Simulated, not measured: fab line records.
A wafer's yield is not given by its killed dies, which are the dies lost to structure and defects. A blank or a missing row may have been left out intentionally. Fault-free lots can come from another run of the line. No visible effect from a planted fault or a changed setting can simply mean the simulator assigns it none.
Which tool was responsible? / flow n5 finfet / Sampling: 8 lots, 22 wafers, 6 of 1938 route steps

== WHAT THE GAUGES READ, wafer by wafer ==
N5_BEOL_M12_OVL_MEAS_11. Usual: for V11_OVL the level is 5 nm and the standard deviation is 5.4.
lot=L719; measured=day 11 12:33; on=overlay-02; V11_OVL (nm)=8 4 5; flag=
lot=L718; measured=day 11 17:32; on=overlay-01; V11_OVL (nm)=-2 -1 -2; flag=
lot=L730; measured=day 14 05:59; on=overlay-02; V11_OVL (nm)=0 -2; flag=
lot=L729; measured=day 14 06:26; on=overlay-02; V11_OVL (nm)=-5 8; flag=
lot=L733; measured=day 14 16:39; on=overlay-02; V11_OVL (nm)=14 8 14; flag=
lot=L731; measured=day 14 18:23; on=overlay-02; V11_OVL (nm)=5 10 6; flag=
lot=L736; measured=day 15 05:53; on=overlay-01; V11_OVL (nm)=5 8 13; flag=
lot=L741; measured=day 16 20:29; on=overlay-01; V11_OVL (nm)=-1 1 0; flag=

N5_BEOL_M12_CD_MEAS_28: target cd 160.2 nm. Usual: cd nm 160.2 nm, standard deviation 1.3.
lot=L719; measured=day 11 13:26; on=cd sem-02; cd nm (nm)=160.8 160.2 162.5; flag=
lot=L718; measured=day 11 18:25; on=cd sem-02; cd nm (nm)=160.3 158.6 158.4; flag=
lot=L730; measured=day 14 06:52; on=cd sem-01; cd nm (nm)=160.3 177.7; flag=OFF
lot=L729; measured=day 14 07:20; on=cd sem-01; cd nm (nm)=159.9 177.5; flag=OFF
lot=L733; measured=day 14 17:46; on=cd sem-01; cd nm (nm)=158.5 159.6 161.1; flag=
lot=L731; measured=day 14 19:40; on=cd sem-03; cd nm (nm)=160.5 159.7 159.5; flag=
lot=L736; measured=day 15 06:58; on=cd sem-03; cd nm (nm)=158.5 159.9 158.9; flag=
lot=L741; measured=day 16 21:29; on=cd sem-01; cd nm (nm)=158.4 160.1 160.4; flag=

N5_BEOL_M15_RC_MEAS_101. Usual: etest temp c 24.99 C, standard deviation 0.11; COMB_M10 1.4e-11 S/m, standard deviation 2.8e-12; COMB_M11 1.37e-11 S/m, standard deviation 2.9e-12; COMB_M12 5.7e-12 S/m, standard deviation 1.3e-12; COMB_M13 4.2e-12 S/m, standard deviation 8.2e-13; COMB_M14 2.9e-12 S/m, standard deviation 7.7e-13; COMB_M15 1.9e-12 S/m, standard deviation 6.3e-13; COMB_M5 3.6e-11 S/m, standard deviation 7.3e-12; COMB_M6 2.4e-11 S/m, standard deviation 5.4e-12; COMB_M7 2.5e-11 S/m, standard deviation 5.2e-12; COMB_M8 2.4e-11 S/m, standard deviation 4.9e-12; COMB_M9 1.38e-11 S/m, standard deviation 2.6e-12; SERP_M10 3.02 ohm/um, standard deviation 0.076; SERP_M11 3.04 ohm/um, standard deviation 0.08; SERP_M12 0.634 ohm/um, standard deviation 0.014; SERP_M12_max_site 0.648 ohm/um, standard deviation 0.015; SERP_M13 0.308 ohm/um, standard deviation 0.0066; SERP_M14 0.1579 ohm/um, standard deviation 0.003; SERP_M5 38.8 ohm/um, standard deviation 1.6; SERP_M6 13.5 ohm/um, standard deviation 0.52; SERP_M7 13.4 ohm/um, standard deviation 0.56; SERP_M8 13.5 ohm/um, standard deviation 0.46; SERP_M9 3.04 ohm/um, standard deviation 0.08; SERP_M9_max_site 3.13 ohm/um, standard deviation 0.079.
lot=L719; measured=day 12 11:50; on=prober-01; etest temp c (C)=25.02 24.98 25.26; COMB_M10 (S/m)=1.55e-11 1.54e-11 1.69e-11; COMB_M11 (S/m)=1.61e-11 1.35e-11 1.4e-11; COMB_M12 (S/m)=6.2e-12 6.3e-12 1.03e-11; COMB_M13 (S/m)=5e-12 3.7e-12 4.1e-12; COMB_M14 (S/m)=3.5e-12 3.3e-12 3.6e-12; COMB_M15 (S/m)=2.8e-12 2.3e-12 3e-12; COMB_M5 (S/m)=3.5e-11 5e-11 2.9e-11; COMB_M6 (S/m)=2.5e-11 4.9e-11 2.8e-11; COMB_M7 (S/m)=3.5e-11 3.4e-11 2.7e-11; COMB_M8 (S/m)=2.7e-11 3e-11 2.5e-11; COMB_M9 (S/m)=1.28e-11 1.49e-11 1.32e-11; SERP_M10 (ohm/um)=2.93 3.05 2.89; SERP_M11 (ohm/um)=3.19 3.10 3.20; SERP_M12 (ohm/um)=0.648 0.640 0.623; SERP_M12_max_site (ohm/um)=0.664 0.655 0.632; SERP_M13 (ohm/um)=0.302 0.319 0.309; SERP_M14 (ohm/um)=0.1546 0.1598 0.1592; SERP_M5 (ohm/um)=34.9 38.1 39.3; SERP_M6 (ohm/um)=13.2 13.3 13.9; SERP_M7 (ohm/um)=13.5 13.1 12.9; SERP_M8 (ohm/um)=13.1 13.9 13.0; SERP_M9 (ohm/um)=2.92 3.20 3.13; SERP_M9_max_site (ohm/um)=2.95 3.25 3.17; flag=
lot=L718; measured=day 12 23:52; on=prober-01; etest temp c (C)=25.17 25.23 25.10; COMB_M10 (S/m)=1.45e-11 1.21e-11 1.15e-11; COMB_M11 (S/m)=9.9e-12 1.11e-11 1.27e-11; COMB_M12 (S/m)=7.2e-12 6.7e-12 6.3e-12; COMB_M13 (S/m)=4.2e-12 5.4e-12 2.4e-12; COMB_M14 (S/m)=3.7e-12 3.3e-12 3.7e-12; COMB_M15 (S/m)=2.1e-12 2.6e-12 3.3e-12; COMB_M5 (S/m)=3.7e-11 2.4e-11 4.4e-11; COMB_M6 (S/m)=2.1e-11 2.5e-11 2.4e-11; COMB_M7 (S/m)=2.2e-11 3e-11 3.6e-11; COMB_M8 (S/m)=2.4e-11 2.6e-11 1.8e-11; COMB_M9 (S/m)=1.27e-11 1.26e-11 1.4e-11; SERP_M10 (ohm/um)=3.10 3.04 3.08; SERP_M11 (ohm/um)=3.27 3.17 3.23; SERP_M12 (ohm/um)=0.648 0.638 0.654; SERP_M12_max_site (ohm/um)=0.664 0.653 0.674; SERP_M13 (ohm/um)=0.304 0.298 0.304; SERP_M14 (ohm/um)=0.1582 0.1626 0.1607; SERP_M5 (ohm/um)=40.4 39.9 40.4; SERP_M6 (ohm/um)=13.7 13.9 14.0; SERP_M7 (ohm/um)=13.3 14.1 13.9; SERP_M8 (ohm/um)=13.6 13.5 13.8; SERP_M9 (ohm/um)=2.85 3.08 3.07; SERP_M9_max_site (ohm/um)=3.01 3.23 3.17; flag=
lot=L730; measured=day 15 11:23; on=prober-02; etest temp c (C)=24.86 24.81; COMB_M10 (S/m)=2.1e-11 1.46e-11; COMB_M11 (S/m)=1.64e-11 1.56e-11; COMB_M12 (S/m)=5.7e-12 7.1e-12; COMB_M13 (S/m)=4.2e-12 3.5e-12; COMB_M14 (S/m)=3.7e-12 2.8e-12; COMB_M15 (S/m)=1.8e-12 1.7e-12; COMB_M5 (S/m)=3.1e-11 2.9e-11; COMB_M6 (S/m)=3e-11 2.8e-11; COMB_M7 (S/m)=2e-11 3.6e-11; COMB_M8 (S/m)=1.9e-11 2.3e-11; COMB_M9 (S/m)=1.38e-11 2.02e-11; SERP_M10 (ohm/um)=3.06 2.97; SERP_M11 (ohm/um)=3.10 2.91; SERP_M12 (ohm/um)=0.648 0.523; SERP_M12_max_site (ohm/um)=0.659 0.538; SERP_M13 (ohm/um)=0.319 0.311; SERP_M14 (ohm/um)=0.1538 0.1531; SERP_M5 (ohm/um)=37.9 38.6; SERP_M6 (ohm/um)=13.1 13.2; SERP_M7 (ohm/um)=12.8 13.2; SERP_M8 (ohm/um)=12.8 13.2; SERP_M9 (ohm/um)=3.02 3.06; SERP_M9_max_site (ohm/um)=3.07 3.10; flag=OFF
lot=L729; measured=day 15 12:19; on=prober-02; etest temp c (C)=25.08 24.96; COMB_M10 (S/m)=1.43e-11 8.6e-12; COMB_M11 (S/m)=1.51e-11 1.34e-11; COMB_M12 (S/m)=5.6e-12 5e-12; COMB_M13 (S/m)=3.4e-12 3e-12; COMB_M14 (S/m)=5.3e-12 2.4e-12; COMB_M15 (S/m)=1.2e-12 1.2e-12; COMB_M5 (S/m)=3.6e-11 4.1e-11; COMB_M6 (S/m)=2.7e-11 2.2e-11; COMB_M7 (S/m)=2.7e-11 2e-11; COMB_M8 (S/m)=2.4e-11 3.1e-11; COMB_M9 (S/m)=1.45e-11 1.59e-11; SERP_M10 (ohm/um)=3.11 3.14; SERP_M11 (ohm/um)=3.04 3.11; SERP_M12 (ohm/um)=0.631 0.535; SERP_M12_max_site (ohm/um)=0.649 0.549; SERP_M13 (ohm/um)=0.301 0.307; SERP_M14 (ohm/um)=0.1549 0.1557; SERP_M5 (ohm/um)=38.4 36.7; SERP_M6 (ohm/um)=14.1 13.8; SERP_M7 (ohm/um)=13.6 13.7; SERP_M8 (ohm/um)=13.9 13.1; SERP_M9 (ohm/um)=3.04 2.95; SERP_M9_max_site (ohm/um)=3.08 3.01; flag=OFF
lot=L733; measured=day 15 14:47; on=prober-01; etest temp c (C)=25.10 25.02 25.12; COMB_M10 (S/m)=1.76e-11 1.16e-11 1.85e-11; COMB_M11 (S/m)=9.6e-12 1.08e-11 1.48e-11; COMB_M12 (S/m)=6e-12 5e-12 5.8e-12; COMB_M13 (S/m)=4.1e-12 3.3e-12 5.4e-12; COMB_M14 (S/m)=2.7e-12 3.2e-12 3.4e-12; COMB_M15 (S/m)=2.4e-12 2.8e-12 2e-12; COMB_M5 (S/m)=3.6e-11 3.1e-11 3e-11; COMB_M6 (S/m)=2.6e-11 2e-11 2.4e-11; COMB_M7 (S/m)=3.2e-11 2.5e-11 3.8e-11; COMB_M8 (S/m)=1.5e-11 2.4e-11 2e-11; COMB_M9 (S/m)=1.63e-11 1.81e-11 1.89e-11; SERP_M10 (ohm/um)=2.90 2.98 2.88; SERP_M11 (ohm/um)=3.00 2.93 3.09; SERP_M12 (ohm/um)=0.642 0.636 0.627; SERP_M12_max_site (ohm/um)=0.662 0.645 0.651; SERP_M13 (ohm/um)=0.303 0.311 0.301; SERP_M14 (ohm/um)=0.1627 0.1580 0.1632; SERP_M5 (ohm/um)=40.7 38.8 39.5; SERP_M6 (ohm/um)=13.2 14.1 13.0; SERP_M7 (ohm/um)=13.9 14.6 14.0; SERP_M8 (ohm/um)=13.0 13.5 13.3; SERP_M9 (ohm/um)=3.11 2.94 3.01; SERP_M9_max_site (ohm/um)=3.21 3.02 3.16; flag=
lot=L731; measured=day 15 23:43; on=prober-01; etest temp c (C)=24.94 24.90 24.86; COMB_M10 (S/m)=1.72e-11 9.6e-12 1.53e-11; COMB_M11 (S/m)=1.49e-11 1.75e-11 1.83e-11; COMB_M12 (S/m)=5.7e-12 4.5e-12 5.1e-12; COMB_M13 (S/m)=4.4e-12 5.5e-12 4.3e-12; COMB_M14 (S/m)=3.5e-12 2.7e-12 2.8e-12; COMB_M15 (S/m)=2.5e-12 2.1e-12 2.7e-12; COMB_M5 (S/m)=2.7e-11 3e-11 3.2e-11; COMB_M6 (S/m)=2.1e-11 2.2e-11 2.7e-11; COMB_M7 (S/m)=2e-11 2e-11 2.4e-11; COMB_M8 (S/m)=2.1e-11 2.1e-11 2.2e-11; COMB_M9 (S/m)=1.39e-11 2.01e-11 1.61e-11; SERP_M10 (ohm/um)=3.00 3.07 2.96; SERP_M11 (ohm/um)=3.06 3.14 3.02; SERP_M12 (ohm/um)=0.651 0.660 0.655; SERP_M12_max_site (ohm/um)=0.664 0.669 0.670; SERP_M13 (ohm/um)=0.306 0.318 0.309; SERP_M14 (ohm/um)=0.1590 0.1607 0.1590; SERP_M5 (ohm/um)=41.1 42.8 40.0; SERP_M6 (ohm/um)=12.6 12.7 13.5; SERP_M7 (ohm/um)=13.7 13.6 13.9; SERP_M8 (ohm/um)=13.1 13.2 13.4; SERP_M9 (ohm/um)=3.06 3.13 3.22; SERP_M9_max_site (ohm/um)=3.12 3.17 3.28; flag=
lot=L736; measured=day 16 09:49; on=prober-01; etest temp c (C)=24.95 24.92 24.91; COMB_M10 (S/m)=1.07e-11 1.31e-11 1.03e-11; COMB_M11 (S/m)=1.83e-11 1.16e-11 1.25e-11; COMB_M12 (S/m)=5.6e-12 8.2e-12 7.3e-12; COMB_M13 (S/m)=4.5e-12 4.2e-12 4.7e-12; COMB_M14 (S/m)=3.5e-12 3.1e-12 3.6e-12; COMB_M15 (S/m)=1.5e-12 2.3e-12 2.6e-12; COMB_M5 (S/m)=3.3e-11 3.7e-11 4.2e-11; COMB_M6 (S/m)=2e-11 2.8e-11 2.6e-11; COMB_M7 (S/m)=2.3e-11 2.1e-11 2.3e-11; COMB_M8 (S/m)=2.2e-11 1.9e-11 2.7e-11; COMB_M9 (S/m)=1.23e-11 1.21e-11 9.8e-12; SERP_M10 (ohm/um)=3.00 2.96 2.99; SERP_M11 (ohm/um)=3.16 3.12 3.13; SERP_M12 (ohm/um)=0.648 0.628 0.645; SERP_M12_max_site (ohm/um)=0.662 0.640 0.659; SERP_M13 (ohm/um)=0.312 0.302 0.309; SERP_M14 (ohm/um)=0.1599 0.1598 0.1565; SERP_M5 (ohm/um)=39.2 40.1 44.0; SERP_M6 (ohm/um)=13.3 12.7 13.2; SERP_M7 (ohm/um)=13.4 13.7 12.2; SERP_M8 (ohm/um)=14.0 13.7 14.0; SERP_M9 (ohm/um)=3.15 2.93 2.91; SERP_M9_max_site (ohm/um)=3.27 2.98 3.04; flag=
lot=L741; measured=day 17 19:37; on=prober-01; etest temp c (C)=25.01 25.08 24.95; COMB_M10 (S/m)=1.69e-11 1.08e-11 1.31e-11; COMB_M11 (S/m)=1.34e-11 1.16e-11 1.42e-11; COMB_M12 (S/m)=5.6e-12 6.1e-12 6.4e-12; COMB_M13 (S/m)=4.1e-12 3.8e-12 4.6e-12; COMB_M14 (S/m)=2.9e-12 3.1e-12 3.4e-12; COMB_M15 (S/m)=2.2e-12 2e-12 1.7e-12; COMB_M5 (S/m)=2.9e-11 4.2e-11 4e-11; COMB_M6 (S/m)=3.1e-11 1.9e-11 1.9e-11; COMB_M7 (S/m)=2.4e-11 2e-11 1.8e-11; COMB_M8 (S/m)=3.1e-11 1.8e-11 1.8e-11; COMB_M9 (S/m)=1.52e-11 1.88e-11 1.36e-11; SERP_M10 (ohm/um)=3.13 3.12 3.03; SERP_M11 (ohm/um)=3.01 3.08 3.08; SERP_M12 (ohm/um)=0.661 0.622 0.639; SERP_M12_max_site (ohm/um)=0.673 0.629 0.654; SERP_M13 (ohm/um)=0.308 0.314 0.300; SERP_M14 (ohm/um)=0.1561 0.1552 0.1581; SERP_M5 (ohm/um)=38.7 38.8 39.0; SERP_M6 (ohm/um)=13.6 13.1 13.1; SERP_M7 (ohm/um)=14.0 14.0 13.9; SERP_M8 (ohm/um)=12.9 13.1 13.5; SERP_M9 (ohm/um)=3.10 2.95 3.06; SERP_M9_max_site (ohm/um)=3.19 3.15 3.15; flag=

== EACH LOT AND THE TOOL THAT RAN IT (in order: tool; ch and the chambers of the sampled wafers; start) ==
lot=L719; N5_BEOL_M12_EXPOSE_25=krf scanner-02 ch 0, day 11 13:16; N5_BEOL_M12_STRIP_37=plasma asher-02 ch 0,1, day 11 14:04; N5_BEOL_M12_DEGAS_41=pvd sputter-01, day 11 15:13
lot=L718; N5_BEOL_M12_EXPOSE_25=krf scanner-02 ch 0, day 11 18:16; N5_BEOL_M12_STRIP_37=plasma asher-01 ch 0,1, day 11 19:05; N5_BEOL_M12_DEGAS_41=pvd sputter-01, day 11 23:54
lot=L730; N5_BEOL_M12_EXPOSE_25=krf scanner-02 ch 0, day 14 06:43; N5_BEOL_M12_STRIP_37=plasma asher-02 ch 1, day 14 07:32; N5_BEOL_M12_DEGAS_41=pvd sputter-03, day 14 08:01
lot=L729; N5_BEOL_M12_EXPOSE_25=krf scanner-02 ch 0, day 14 07:10; N5_BEOL_M12_STRIP_37=plasma asher-01 ch 0, day 14 07:59; N5_BEOL_M12_DEGAS_41=pvd sputter-02, day 14 13:24
lot=L733; N5_BEOL_M12_EXPOSE_25=krf scanner-01 ch 0, day 14 17:36; N5_BEOL_M12_STRIP_37=plasma asher-02 ch 0,1, day 14 18:25; N5_BEOL_M12_DEGAS_41=pvd sputter-03, day 14 21:41
lot=L731; N5_BEOL_M12_EXPOSE_25=krf scanner-01 ch 0, day 14 19:29; N5_BEOL_M12_STRIP_37=plasma asher-01 ch 0,1, day 14 20:31; N5_BEOL_M12_DEGAS_41=pvd sputter-01, day 14 22:57
lot=L736; N5_BEOL_M12_EXPOSE_25=krf scanner-01 ch 0, day 15 06:47; N5_BEOL_M12_STRIP_37=plasma asher-01 ch 0,1, day 15 07:36; N5_BEOL_M12_DEGAS_41=pvd sputter-02, day 15 09:17
lot=L741; N5_BEOL_M12_EXPOSE_25=krf scanner-01 ch 0, day 16 21:19; N5_BEOL_M12_STRIP_37=plasma asher-02 ch 0,1, day 16 22:07; N5_BEOL_M12_DEGAS_41=pvd sputter-02, day 16 23:53
- N5_BEOL_M12_EXPOSE_25: exposes mask M12.
- N5_BEOL_M12_STRIP_37: strips in N2/H2.
- N5_BEOL_M12_DEGAS_41: time 60 s.

== WHAT THE TOOLS THEMSELVES READ (means of the sampled wafers that have a number; where no wafer has one, the mark that the record gives instead) ==
N5_BEOL_M12_STRIP_37. Usual: drypump motor current A 5.75 A, standard deviation 0.3; h2 flow sccm 3250 sccm, standard deviation 9.8; heater power w 357 W, standard deviation 30; oes product au 0.788 a.u., standard deviation 0.01; temp c 250.02 C, standard deviation 0.19.
lot=L719; tool=plasma asher-02; drypump motor current A (A)=5.80; h2 flow sccm (sccm)=3253; heater power w (W)=369; oes product au (a.u.)=0.786; temp c (C)=250.17; flag=
lot=L718; tool=plasma asher-01; drypump motor current A (A)=5.89; h2 flow sccm (sccm)=3240; heater power w (W)=356; oes product au (a.u.)=0.786; temp c (C)=250.30; flag=
lot=L730; tool=plasma asher-02; drypump motor current A (A)=5.96; h2 flow sccm (sccm)=3256; heater power w (W)=367; oes product au (a.u.)=0.780; temp c (C)=250.00; flag=
lot=L729; tool=plasma asher-01; drypump motor current A (A)=5.38; h2 flow sccm (sccm)=3262; heater power w (W)=304; oes product au (a.u.)=0.790; temp c (C)=249.85; flag=
lot=L733; tool=plasma asher-02; drypump motor current A (A)=5.83; h2 flow sccm (sccm)=3246; heater power w (W)=374; oes product au (a.u.)=0.783; temp c (C)=250.29; flag=
lot=L731; tool=plasma asher-01; drypump motor current A (A)=5.62; h2 flow sccm (sccm)=3248; heater power w (W)=335; oes product au (a.u.)=0.786; temp c (C)=249.96; flag=
lot=L736; tool=plasma asher-01; drypump motor current A (A)=5.88; h2 flow sccm (sccm)=3256; heater power w (W)=359; oes product au (a.u.)=0.795; temp c (C)=249.97; flag=
lot=L741; tool=plasma asher-02; drypump motor current A (A)=5.81; h2 flow sccm (sccm)=3259; heater power w (W)=371; oes product au (a.u.)=0.783; temp c (C)=249.92; flag=

N5_BEOL_M12_DEGAS_41. Usual: heater power w 315 W, standard deviation 22.
lot=L719; tool=pvd sputter-01; heater power w (W)=310; flag=
lot=L718; tool=pvd sputter-01; heater power w (W)=315; flag=
lot=L730; tool=pvd sputter-03; heater power w (W)=320; flag=
lot=L729; tool=pvd sputter-02; heater power w (W)=279; flag=
lot=L733; tool=pvd sputter-03; heater power w (W)=328; flag=
lot=L731; tool=pvd sputter-01; heater power w (W)=329; flag=
lot=L736; tool=pvd sputter-02; heater power w (W)=307; flag=
lot=L741; tool=pvd sputter-02; heater power w (W)=314; flag=

== THE ANSWER, worked out from the rows above alone ==
Rule: lot off if the mean of its wafers having a number is beyond 3 standard deviations from the usual mean. A lot without any number at a reading at which 4 lots or more have one is off too. Any other lot the step has rows for is counted as sound. Order of review: gauges by route order, followed by the tools' own readings, for which a lot's mean as printed above is used. The first step at which some lot is off is used, and at that step the reading that is off furthest; a lot without a number counts as furthest.
Off, at N5_BEOL_M12_CD_MEAS_28 on cd nm: L730, L729.
If a tool, at a process step before that reading, ran all the lots that are off and no sound lot after the first of them, it fits. Not tried: the gauges at N5_BEOL_M12_CD_MEAS_28; whatever is off there is also off at N5_BEOL_M15_RC_MEAS_101, on other tools, and gauge error can't account for it. One fits: krf scanner-02 at N5_BEOL_M12_EXPOSE_25. Its last sound lot is L718 (day 11 18:16), its first lot that is off L730 (day 14 06:43): a fault that began between those two fits.

== WHAT WAS PUT IN BY THE SIMULATOR ==
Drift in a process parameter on krf scanner-02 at N5_BEOL_M12_EXPOSE_25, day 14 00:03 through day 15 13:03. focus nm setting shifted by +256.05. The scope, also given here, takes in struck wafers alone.
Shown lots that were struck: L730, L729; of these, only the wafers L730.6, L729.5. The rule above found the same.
